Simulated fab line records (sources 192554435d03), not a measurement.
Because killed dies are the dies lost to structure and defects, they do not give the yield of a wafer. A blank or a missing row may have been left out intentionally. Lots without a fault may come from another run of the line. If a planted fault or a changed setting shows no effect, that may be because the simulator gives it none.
Which tool did it?    flow n5_finfet    24 lots, 72 wafers sampled, at 3 steps of a route of 1938

== WHAT EACH GAUGE READ, for each wafer ==
N5_BEOL_M4_CD_MEAS_28: target cd 26.2 nm, target cd y 24.1 nm. Usual: 26.20 nm for cd_nm, sd 0.23.
lot   measured      on         cd_nm (nm)         flag
L074  day 8 02:37   cd_sem-01  26.26 26.21 26.50  
L075  day 8 16:02   cd_sem-03  26.25 26.36 25.74  
L077  day 8 21:40   cd_sem-02  25.80 26.31 26.21  
L076  day 8 22:29   cd_sem-03  26.25 26.01 26.14  
L078  day 9 03:13   cd_sem-01  26.32 26.25 26.28  
L079  day 9 05:32   cd_sem-01  26.58 26.54 26.25  
L080  day 9 08:29   cd_sem-01  26.39 26.19 26.45  
L081  day 9 20:13   cd_sem-01  26.06 26.18 25.77  
L083  day 9 21:09   cd_sem-03  26.02 26.11 26.36  
L082  day 10 11:10  cd_sem-03  26.18 26.21 25.94  
L084  day 11 00:37  cd_sem-01  26.36 26.32 26.30  
L085  day 11 01:41  cd_sem-02  26.47 26.39 26.56  
L086  day 11 05:21  cd_sem-02  25.88 26.48 26.06  
L087  day 11 13:03  cd_sem-02  25.99 25.97 26.34  
L089  day 11 15:49  cd_sem-01  26.09 26.12 26.45  
L088  day 11 17:34  cd_sem-01  26.01 26.30 26.16  
L090  day 11 19:14  cd_sem-01  26.22 26.10 26.42  
L092  day 12 03:49  cd_sem-02  26.54 26.41 26.34  
L091  day 12 17:24  cd_sem-03  26.06 26.14 26.43  
L094  day 13 00:24  cd_sem-01  26.34 26.40 26.26  
L093  day 13 02:58  cd_sem-02  25.89 25.96 25.84  
L095  day 13 04:52  cd_sem-03  26.13 25.82 25.93  
L096  day 13 16:32  cd_sem-02  26.34 26.27 26.21  
L097  day 14 01:46  cd_sem-03  26.35 26.23 26.39  

N5_BEOL_M4_INSPECT_30: inspects for defects (brightfield). Usual: 378 for raw_defect_count, sd 80.
lot   measured      on                 raw_defect_count  flag
L074  day 8 02:42   defect_inspect-01  313 344 329       
L075  day 8 16:08   defect_inspect-02  363 381 389       
L077  day 8 21:45   defect_inspect-01  285 353 326       
L076  day 8 22:35   defect_inspect-01  248 307 344       
L078  day 9 03:19   defect_inspect-01  349 379 322       
L079  day 9 05:38   defect_inspect-01  463 392 416       
L080  day 9 08:35   defect_inspect-01  256 273 402       
L081  day 9 20:18   defect_inspect-02  419 456 294       
L083  day 9 21:14   defect_inspect-02  283 411 311       
L082  day 10 11:15  defect_inspect-01  307 375 326       
L084  day 11 00:42  defect_inspect-02  381 411 441       
L085  day 11 01:46  defect_inspect-02  394 370 350       
L086  day 11 05:26  defect_inspect-01  457 388 365       
L087  day 11 13:08  defect_inspect-02  328 327 369       
L089  day 11 15:55  defect_inspect-02  247 365 349       
L088  day 11 17:40  defect_inspect-02  598 377 474       
L090  day 11 19:20  defect_inspect-01  314 314 260       
L092  day 12 03:54  defect_inspect-01  348 355 262       
L091  day 12 17:29  defect_inspect-01  395 338 426       
L094  day 13 00:29  defect_inspect-02  474 661 531       
L093  day 13 03:02  defect_inspect-02  366 491 377       
L095  day 13 04:58  defect_inspect-02  296 360 258       
L096  day 13 16:38  defect_inspect-01  399 373 444       
L097  day 14 01:52  defect_inspect-02  323 376 307       

== EACH LOT AND THE TOOL THAT RAN IT (in order: tool; ch and the chambers of the sampled wafers; start) ==
lot   N5_BEOL_M4_ETCH_63
L074  rie_diel-03 ch 1,2,3, day 8 01:53
L075  rie_diel-04 ch 0,2, day 8 15:13
L077  rie_diel-04 ch 2,3, day 8 20:46
L076  rie_diel-03 ch 0,2,3, day 8 21:44
L078  rie_diel-04 ch 0,1,3, day 9 02:23
L079  rie_diel-01 ch 0,1,3, day 9 04:49
L080  rie_diel-04 ch 0,3, day 9 07:47
L081  rie_diel-04 ch 0,2,3, day 9 19:08
L083  rie_diel-03 ch 0,1, day 9 20:27
L082  rie_diel-04 ch 1,2, day 10 10:19
L084  rie_diel-03 ch 0,1,2, day 10 23:53
L085  rie_diel-03 ch 1,2, day 11 00:37
L086  rie_diel-01 ch 0,2,3, day 11 04:31
L087  rie_diel-01 ch 0,3, day 11 12:13
L089  rie_diel-01 ch 0,3, day 11 15:00
L088  rie_diel-04 ch 0,3, day 11 16:48
L090  rie_diel-03 ch 0,1,3, day 11 18:25
L092  rie_diel-01 ch 0,1,2, day 12 02:58
L091  rie_diel-03 ch 0,2,3, day 12 16:33
L094  rie_diel-01 ch 0,2,3, day 12 23:42
L093  rie_diel-03 ch 0,2, day 13 02:06
L095  rie_diel-04 ch 0,1,2, day 13 04:08
L096  rie_diel-01 ch 0,3, day 13 15:42
L097  rie_diel-03 ch 2,3, day 14 01:04
- N5_BEOL_M4_ETCH_63: etches SiARC in CF4, target depth 15.6 nm, time 26 s.

== AS READ BY THE TOOLS THEMSELVES (means over the sampled wafers that have a number; for cases with no such wafer, the mark the record gives instead) ==
N5_BEOL_M4_ETCH_63. Usual: drypump_motor_current_A 5.8 A, standard deviation 0.34; etch_rf_on_time_s 26.0 s, standard deviation 0.48; oes_product_au 0.68 a.u., standard deviation 0.062; rf_vpp_V 184.0 V, standard deviation 1.3; showerhead_plenum_p_Torr 2.14 Torr, standard deviation 0.079; throttle_valve_pct 15.64 %, standard deviation 0.29.
lot   tool         drypump_motor_current_A (A)  etch_rf_on_time_s (s)  oes_product_au (a.u.)  rf_vpp_V (V)  showerhead_plenum_p_Torr (Torr)  throttle_valve_pct (%)  flag
L074  rie_diel-03  5.9                          25.7                   0.71                   183.8         2.13                             15.65                   
L075  rie_diel-04  5.6                          26.3                   0.66                   184.8         2.18                             15.78                   
L077  rie_diel-04  5.6                          26.4                   0.66                   184.1         2.24                             15.91                   
L076  rie_diel-03  5.5                          25.7                   0.71                   184.3         2.13                             15.73                   
L078  rie_diel-04  5.8                          26.0                   0.72                   184.4         2.21                             15.50                   
L079  rie_diel-01  5.9                          26.0                   0.65                   183.0         2.08                             15.61                   
L080  rie_diel-04  5.5                          25.8                   0.71                   184.3         2.15                             15.42                   
L081  rie_diel-04  5.5                          26.1                   0.69                   185.0         2.19                             15.68                   
L083  rie_diel-03  5.9                          25.5                   0.79                   184.1         2.10                             15.28                   
L082  rie_diel-04  5.8                          26.4                   0.65                   185.1         2.23                             15.89                   
L084  rie_diel-03  5.6                          25.9                   0.73                   184.0         2.14                             15.54                   
L085  rie_diel-03  5.8                          25.6                   0.68                   184.7         2.18                             15.72                   
L086  rie_diel-01  6.0                          26.1                   0.64                   183.7         2.08                             15.58                   
L087  rie_diel-01  6.0                          25.7                   0.67                   182.7         2.06                             15.49                   
L089  rie_diel-01  5.9                          25.8                   0.66                   182.5         2.06                             15.50                   
L088  rie_diel-04  5.5                          26.1                   0.70                   184.0         2.14                             15.44                   
L090  rie_diel-03  5.7                          25.5                   0.72                   184.0         2.08                             15.54                   
L092  rie_diel-01  6.0                          26.1                   0.69                   183.0         2.09                             15.41                   
L091  rie_diel-03  5.5                          25.8                   0.67                   183.3         2.12                             15.79                   
L094  rie_diel-01  6.0                          26.0                   0.62                   183.6         2.07                             15.61                   
L093  rie_diel-03  5.4                          25.9                   0.67                   184.3         2.17                             15.84                   
L095  rie_diel-04  5.8                          25.9                   0.67                   184.0         2.18                             15.69                   
L096  rie_diel-01  5.8                          25.6                   0.64                   182.7         2.06                             15.70                   
L097  rie_diel-03  5.6                          26.1                   0.62                   183.8         2.16                             16.00                   

== THE ANSWER, worked out from the rows above alone ==
Rule: take the mean of a lot's wafers that have a number; if it is more than 3 standard deviations from the usual mean, the lot is off. Also off: a lot with no number at a reading for which 4 or more lots have one. Where the step has rows for the other lots, those lots are counted as sound. First the gauges in route order, then the tools' own readings, where a lot's mean is used as printed above. At the first step where some lot is off, the reading lying furthest off is the one used; lots without a number count as furthest.
No lot is off on any of the readings shown, so nothing can be concluded from this.

== WHAT THE SIMULATOR HAD INSERTED ==
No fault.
